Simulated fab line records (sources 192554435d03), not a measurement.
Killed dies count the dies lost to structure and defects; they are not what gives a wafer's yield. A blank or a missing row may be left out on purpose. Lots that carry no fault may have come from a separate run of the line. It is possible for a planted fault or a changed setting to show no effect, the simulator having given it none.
Split-lot trial | flow n5-finfet | 21 wafers read from 7 lots, route of 1938 steps

## THE SPLIT
At N5_BEOL_M8_ETCH_65 (etches SiARC in CF4, target depth 15.6 nm, time 26 s), the setting source-w was moved away from the recipe's 545 W on 8 of the 21 wafers read, by -13.8% to +12.9%. All remaining wafers had this setting at the recipe value.

The reading is taken at the split's own step.

## THE READING
rf-vpp-V, in V, at N5_BEOL_M8_ETCH_65 (etches SiARC in CF4, target depth 15.6 nm, time 26 s). Fault-free wafers of this fab line usually give 184.5 V, standard deviation 1.2 V.

wafer  | tool, chamber at the split | source-w as run, W | against the recipe | rf-vpp-V, V | against lot-mates on the recipe
L078.2 | rie-diel-04, 3             | 545                | recipe             | 186.1       | -
L078.4 | rie-diel-04, 2             | 545                | recipe             | 183.1       | -
L078.6 | rie-diel-04, 1             | 545                | recipe             | 184.4       | -
L081.2 | rie-diel-05, 2             | 606.2              | +11.2%             | 178.1       | -6.7
L081.3 | rie-diel-05, 1             | 545                | recipe             | 186.4       | -
L081.4 | rie-diel-05, 0             | 545                | recipe             | 183.2       | -
L083.2 | rie-diel-05, 1             | 545                | recipe             | 185.0       | -
L083.4 | rie-diel-05, 3             | 545                | recipe             | 183.9       | -
L083.5 | rie-diel-05, 3             | 545                | recipe             | 184.2       | -
L085.1 | rie-diel-02, 2             | 545                | recipe             | 186.1       | -
L085.2 | rie-diel-02, 0             | 614.4              | +12.7%             | 176.7       | -9.4
L085.3 | rie-diel-02, 1             | 614.4              | +12.7%             | 177.0       | -9.1
L089.1 | rie-diel-05, 1             | 545                | recipe             | 183.8       | -
L089.3 | rie-diel-05, 3             | 545                | recipe             | 183.3       | -
L089.5 | rie-diel-05, 3             | 469.8              | -13.8%             | 192.9       | +9.3
L092.1 | rie-diel-02, 2             | 615.1              | +12.9%             | 177.1       | -6.2
L092.3 | rie-diel-02, 3             | 545                | recipe             | 183.3       | -
L092.6 | rie-diel-02, 2             | 615.1              | +12.9%             | 177.9       | -5.4
L095.3 | rie-diel-04, 0             | 545                | recipe             | 183.2       | -
L095.5 | rie-diel-04, 3             | 475.2              | -12.8%             | 193.0       | +9.8
L095.6 | rie-diel-04, 1             | 475.2              | -12.8%             | 192.6       | +9.4

THE FIT
A straight line over all 21 wafers: rf-vpp-V changes by -0.597 V for each +1% of source-w; r = -0.98; the points scatter about the line by 1 V.
The same after taking each lot's own level away (the mean of its wafers on the recipe; 21 wafers): -0.648 V for each +1%; r = -0.98; scatter 1.2 V.
On that fit, the largest move of source-w shifts the reading by 8.9 V.
Across the lots, their own levels run from 183.20 to 186.10 V, a range of 2.4 times the standard deviation given above.
So the lot-to-lot level changes the slope little: the two slopes agree.
Check: for one of the wafers moved furthest among these (-13.8%), held out of the fit, the line's prediction against its lot-mates is +9.23 V. It came out at +9.35 V against them.
Tool readings at the split's step, against how far the setting was moved: rf-vpp-V r = -0.98.

## THESE WAFERS: OTHER SPLITS
Before the reading, these wafers also passed through other splits. Each is held against what the fit with the lots' levels taken away leaves over:
other split on the same wafers | wafers away from the commonest value | r with rf-vpp-V (lot level and that fit taken away)
N5_BEOL_M4_EXPOSE_25 dose-mj   | 7                                    | -0.27
N5_BEOL_M5_COAT_05 spin-rpm    | 9                                    | +0.27
N5_BEOL_M7_ILD_DEP_00 time-s   | 6                                    | -0.12
N5_BEOL_M8_ILD_DEP_00 time-s   | 9                                    | +0.18
N5_BEOL_M8_COAT_59 spin-rpm    | 6                                    | +0.13

## FILE'S OWN FIT
rf-vpp-V changes by -0.645 V for each +1% of source-w, r = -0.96.
